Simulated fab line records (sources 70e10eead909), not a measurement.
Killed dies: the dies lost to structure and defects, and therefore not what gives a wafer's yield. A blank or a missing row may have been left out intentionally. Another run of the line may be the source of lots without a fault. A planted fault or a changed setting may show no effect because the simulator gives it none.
Matching of chambers    flow nandHarc    rieDiel-04 running NHARC_P_GATE_ETCH_104: 3 sister chambers
The step etches the open film in CF4/CHF3, target depth 60 nm. 14 wafers are shown with their chamber, then 3 later ones without.

WAFERS PAIRED WITH THEIR CHAMBERS
wafer   chamber  drypumpMotorCurrentA (A)  oesProductAu (a.u.)  throttleValvePct (%)
L923.1  2        5.6                       0.943                16.830
L923.3  1        5.9                       0.940                16.807
L923.4  3        4.9                       0.953                16.820
L932.4  1        5.9                       0.917                16.810
L932.5  2        5.7                       0.923                16.785
L932.6  1        5.9                       0.923                16.812
L937.1  1        5.8                       0.943                16.803
L937.2  2        5.6                       0.979                16.803
L937.5  1        5.9                       0.963                16.799
L936.2  3        4.9                       0.946                16.812
L936.3  2        5.6                       0.944                16.796
L936.6  3        4.9                       0.948                16.794
L941.1  3        4.9                       0.969                16.819
L941.5  1        5.8                       0.958                16.810

SIGNATURES (means of the wafers above)
reading               chamber 1  chamber 2  chamber 3  scatter within a chamber
drypumpMotorCurrentA  5.867      5.625      4.900      0.0435
oesProductAu          0.94067    0.94725    0.95400    0.0182
throttleValvePct      16.80683   16.80350   16.81125   0.0123
Rule: a wafer lies at a distance from a chamber equal to the root of the sum of squares, over the readings, of (its reading less the chamber's mean, divided by the reading's scatter). If the next closest chamber is less than 2 further off than the closest, the wafer can't be placed; otherwise it belongs to the closest. The scatter: take each reading less its chamber's mean, square it, sum over the shown wafers, divide by the number of wafers less the number of chambers, and take the root.

WAFERS WHOSE CHAMBER IS MISSING
wafer   drypumpMotorCurrentA (A)  oesProductAu (a.u.)  throttleValvePct (%)
L940.1  5.9                       0.957                16.804
L940.2  5.6                       0.948                16.802
L942.2  5.9                       0.962                16.787

WHICH CHAMBER EACH ONE RAN IN
wafer   from the rows above  in truth
L940.1  1                    1
L940.2  2                    2
L942.2  1                    1
Correctly placed: 3 of 3. Left unplaced by these rows: 0. Number placed wrongly: 0.
